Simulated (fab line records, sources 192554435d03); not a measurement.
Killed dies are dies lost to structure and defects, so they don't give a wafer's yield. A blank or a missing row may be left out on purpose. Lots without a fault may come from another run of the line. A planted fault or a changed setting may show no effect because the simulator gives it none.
A struck lot beside a sound one | flow n5_finfet | 17 steps out of a route of 1938
Sound: wafers L958.2, L958.4, L958.5. Struck: wafer L949.5. (L949.4, L949.6 of the same lot were not struck and are left out.) The cause comes at the end.
At each step with rows: each side's tool, then ch and its chambers, then its first start. Under that, the readings that differ: sound wafers | struck wafers | difference of the means | sigmas: that difference in standard deviations of wafers without a fault.
alike: readings whose means differ by less than 2 such deviations, and words and numbers that are the same on both sides. not compared: withheld readings, readings that some wafer has no value for, bounds like >300 that may hide the same value, and numbers for which the record gives no deviation and whose values overlap.
The two part at a step that has a row with sigmas, a row that says differs or no value, or rows on one side only. Numbers that don't overlap but have no deviation are shown without sigmas and don't part them. A reading that every wafer of one side lacks parts them only if that side has two wafers or more.

first, 9 steps without rows for these wafers: N5_DUMMY_GATE_COAT_34 (time 60 s, resist thk 60 nm); N5_DUMMY_GATE_COAT_35 (time 60 s, resist thk 10 nm); N5_DUMMY_GATE_COAT_28 (time 60 s, resist thk 10 nm); N5_DUMMY_GATE_COAT_09 (resist thk 30 nm); N5_DUMMY_GATE_EBR_11; N5_DUMMY_GATE_SOFTBAKE_10 (time 60 s); N5_DUMMY_GATE_EXPOSE_12 (exposes mask GATE, target cd 25 nm); N5_DUMMY_GATE_PEB_13 (peb time 60 s); N5_DUMMY_GATE_DEVELOP_14 (develop time 30 s).
N5_DUMMY_GATE_CD_MEAS_15: target cd 25.8 nm.
  sound on cd_sem-01 ch 0, day 7 05:19; struck on cd_sem-02 ch 0, day 4 21:10
  alike: cd_nm
N5_DUMMY_GATE_OVL_MEAS_16:
  sound on overlay-02 ch 0, day 7 05:22; struck on overlay-02 ch 0, day 4 21:13
  alike: GATE_OVL
N5_DUMMY_GATE_INSPECT_17: inspects for defects (brightfield).
  sound on defect_inspect-02, day 7 05:25; struck on defect_inspect-02, day 4 21:16
  alike: raw_defect_count
N5_DUMMY_GATE_DESCUM_20: chemistry O2, time 6.2 s.
  sound on rie_diel-06 ch 0,3, day 7 05:32; struck on rie_diel-01 ch 3, day 4 21:17
  reading                                         | sound             | struck | difference | sigmas
  rf_vpp_V (V)                                    | 242.4 242.9 243.8 | 246.1  | +3.1       | +3
  model.CAR-EUV_of_DUMMY_GATE_COAT_09.thk_nm (nm) | 26.2 26.4 26.2    | 26     | +0         |
  alike: drypump_motor_current_A, oes_product_au, rf_fwd_power_W, showerhead_plenum_p_Torr, throttle_valve_pct
  not compared: rf_hours_counter_h
N5_DUMMY_GATE_ETCH_29: etches underlayer in N2/H2, target depth 13 nm.
  sound on rie_diel-06 ch 0,3, day 7 05:35; struck on rie_diel-01 ch 3, day 4 21:22
  reading            | sound       | struck | difference | sigmas
  rf_fwd_power_W (W) | 824 828 824 | 833    | +8         | +2
  alike: drypump_motor_current_A, oes_product_au, rf_vpp_V, showerhead_plenum_p_Torr, throttle_valve_pct
  not compared: rf_hours_counter_h, model.CAR-EUV_of_DUMMY_GATE_COAT_09.thk_nm
N5_DUMMY_GATE_ETCH_36: etches SiARC in CF4, target depth 13 nm.
  sound on rie_diel-06 ch 0,3, day 7 05:38; struck on rie_diel-01 ch 3, day 4 21:24
  reading            | sound             | struck | difference | sigmas
  rf_fwd_power_W (W) | 532.2 537.4 531.7 | 539.2  | +5.4       | +2
  alike: drypump_motor_current_A, oes_product_au, rf_vpp_V, showerhead_plenum_p_Torr, throttle_valve_pct
  not compared: rf_hours_counter_h
-- the record jumps here: 5 days lie between the struck wafers' starts before and after (it left off in module DUMMY_GATE and takes up again in module BEOL_M4, whose first step shown is number 1111 of the route) --
N5_BEOL_M4_RC_MEAS_101:
  sound on prober-01 ch 0, day 12 10:20; struck on prober-02 ch 0, day 10 04:04
  alike: DIBL_N, DIBL_P, IOFF_N, IOFF_P, ION_N, ION_P, SS_N, SS_P, VT_N, VT_P
then, 1 step without rows for these wafers: N5_PASSIVATION_PROBE_49.

WHERE THEY PART
First at N5_DUMMY_GATE_DESCUM_20; last, within this record, at N5_DUMMY_GATE_ETCH_36. Later steps at which nothing parts them and some readings are alike: N5_BEOL_M4_RC_MEAS_101.

WHY: what the simulator had put in
Process parameter drift: rie_diel-01, from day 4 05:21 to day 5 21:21, at N5_DUMMY_GATE_DESCUM_20. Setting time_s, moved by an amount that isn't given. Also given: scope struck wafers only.
